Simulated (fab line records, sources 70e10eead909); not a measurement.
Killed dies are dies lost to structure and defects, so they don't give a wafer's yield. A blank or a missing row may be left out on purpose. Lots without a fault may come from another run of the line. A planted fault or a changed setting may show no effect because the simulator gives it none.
Chamber matching | flow nand_harc | NHARC_A_CONTACT_DEP_58 on pecvd-02: 3 sister chambers
The step deposits SiON, target thk 90 nm. 18 wafers are shown with their chamber, then 9 later ones without.

WAFERS WITH THEIR CHAMBER
wafer  | chamber | heater_power_w (W)
L076.2 | 0       | 799
L076.5 | 1       | 821
L076.6 | 2       | 772
L079.1 | 2       | 748
L079.2 | 0       | 756
L079.3 | 1       | 782
L086.1 | 2       | 755
L086.3 | 1       | 764
L086.4 | 0       | 713
L088.1 | 2       | 812
L088.2 | 0       | 730
L088.5 | 1       | 814
L090.1 | 0       | 817
L090.4 | 0       | 840
L090.5 | 1       | 842
L090.2 | 2       | 788
L090.3 | 1       | 793
L090.6 | 2       | 808

SIGNATURES (means of the wafers above)
reading        | chamber 0 | chamber 1 | chamber 2 | scatter within a chamber
heater_power_w | 775.83    | 802.67    | 780.50    | 36.9
Rule: a wafer's distance from a chamber is the root of the sum, over the readings, of the square of ((its reading less the chamber's mean) divided by the reading's scatter). The wafer belongs to the nearest chamber; if the next one is less than 2 further off, it can't be placed. The scatter: the root of (the sum of the squares of (reading less its chamber's mean) over the shown wafers, divided by (wafers less chambers)).

WAFERS WITHOUT THEIR CHAMBER
wafer  | heater_power_w (W)
L092.4 | 785
L092.5 | 816
L092.6 | 730
L095.3 | 756
L095.5 | 858
L095.6 | 843
L096.2 | 820
L096.3 | 755
L096.4 | 793

WHICH CHAMBER EACH WENT THROUGH
wafer  | from the rows above          | in truth
L092.4 | can't be placed: 2 or 0 or 1 | 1
L092.5 | can't be placed: 1 or 2 or 0 | 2
L092.6 | can't be placed: 0 or 2 or 1 | 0
L095.3 | can't be placed: 0 or 2 or 1 | 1
L095.5 | can't be placed: 1 or 2 or 0 | 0
L095.6 | can't be placed: 1 or 2 or 0 | 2
L096.2 | can't be placed: 1 or 2 or 0 | 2
L096.3 | can't be placed: 0 or 2 or 1 | 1
L096.4 | can't be placed: 1 or 2 or 0 | 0
Placed correctly: 0 of 9. Can't be placed from these rows: 9 (the true chamber is among the candidates in 9). Placed wrongly: 0.
